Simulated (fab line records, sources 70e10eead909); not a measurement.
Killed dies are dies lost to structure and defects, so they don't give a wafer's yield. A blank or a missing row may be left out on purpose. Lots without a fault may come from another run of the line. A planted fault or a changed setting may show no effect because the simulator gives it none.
A struck lot beside a sound one | flow nand_harc | 16 steps out of a route of 1302
Sound: wafers L239.1, L239.4, L239.6. Struck: wafer L247.5. (L247.6 of the same lot was not struck and is left out.) The cause comes at the end.
At each step with rows: each side's tool, then ch and its chambers, then its first start. Under that, the readings that differ: sound wafers | struck wafers | difference of the means | sigmas: that difference in standard deviations of wafers without a fault.
alike: readings whose means differ by less than 2 such deviations, and words and numbers that are the same on both sides. not compared: withheld readings, readings that some wafer has no value for, bounds like >300 that may hide the same value, and numbers for which the record gives no deviation and whose values overlap.
The two part at a step that has a row with sigmas, a row that says differs or no value, or rows on one side only. Numbers that don't overlap but have no deviation are shown without sigmas and don't part them. A reading that every wafer of one side lacks parts them only if that side has two wafers or more.

NHARC_A_ONON_D2_THK_MEAS_05: measures by ellipsometry.
  sound on film_metro-01, day 16 22:16; struck on film_metro-01, day 20 05:51
  alike: thk_nm
then, 1 step without rows for these wafers: NHARC_A_ONON_D2_DEP_06 (target thk 1000 nm).
NHARC_A_ONON_D2_THK_MEAS_08: measures by ellipsometry.
  sound on film_metro-01, day 16 22:50; struck on film_metro-01, day 20 06:25
  reading     | sound       | struck | difference | sigmas
  thk_nm (nm) | 977 976 978 | 1005   | +28        | +3
then, 1 step without rows for these wafers: NHARC_A_ONON_D2_DEP_09 (target thk 1000 nm).
NHARC_A_ONON_D2_THK_MEAS_11: measures by ellipsometry.
  sound on film_metro-01, day 16 23:24; struck on film_metro-01, day 20 06:59
  alike: thk_nm
then, 1 step without rows for these wafers: NHARC_A_ONON_D2_DEP_12 (target thk 1000 nm).
NHARC_A_ONON_D2_THK_MEAS_14: measures by ellipsometry.
  sound on film_metro-01, day 16 23:58; struck on film_metro-01, day 20 07:33
  alike: thk_nm
then, 2 steps without rows for these wafers: NHARC_A_ONON_D2_ANNEAL_15 (time 3600 s); NHARC_A_ONON_D2_DEP_16 (target thk 1000 nm).
NHARC_A_ONON_D2_THK_MEAS_18: measures by ellipsometry.
  sound on film_metro-01, day 17 08:14; struck on film_metro-02, day 20 14:59
  alike: thk_nm
then, 1 step without rows for these wafers: NHARC_A_ONON_D2_DEP_19 (target thk 1000 nm).
NHARC_A_ONON_D2_THK_MEAS_21: measures by ellipsometry.
  sound on film_metro-01, day 17 08:49; struck on film_metro-01, day 20 15:34
  alike: thk_nm
NHARC_A_ONON_D2_DEP_22: target thk 1000 nm.
  sound on pecvd_onon-02 ch 0, day 17 08:52; struck on pecvd_onon-04 ch 0, day 20 15:52
NHARC_A_ONON_D2_THK_MEAS_24: measures by ellipsometry.
  sound on film_metro-01, day 17 09:22; struck on film_metro-02, day 20 16:10
  reading     | sound       | struck | difference | sigmas
  thk_nm (nm) | 989 991 988 | 548    | -441       | -60
then, 1 step without rows for these wafers: NHARC_A_ONON_D2_DEP_25 (target thk 1000 nm).
-- the record jumps here: 12 days lie between the struck wafers' starts before and after (it left off in module A_ONON_D2 and takes up again in module END, whose first step shown is number 1302 of the route) --
NHARC_END_SORT_01:
  the record has rows for the struck wafers here (prober-02 ch 0, day 33 00:10) and none for the sound ones

WHERE THEY PART
First at NHARC_A_ONON_D2_THK_MEAS_08; last, within this record, at NHARC_END_SORT_01.

WHY: what the simulator had put in
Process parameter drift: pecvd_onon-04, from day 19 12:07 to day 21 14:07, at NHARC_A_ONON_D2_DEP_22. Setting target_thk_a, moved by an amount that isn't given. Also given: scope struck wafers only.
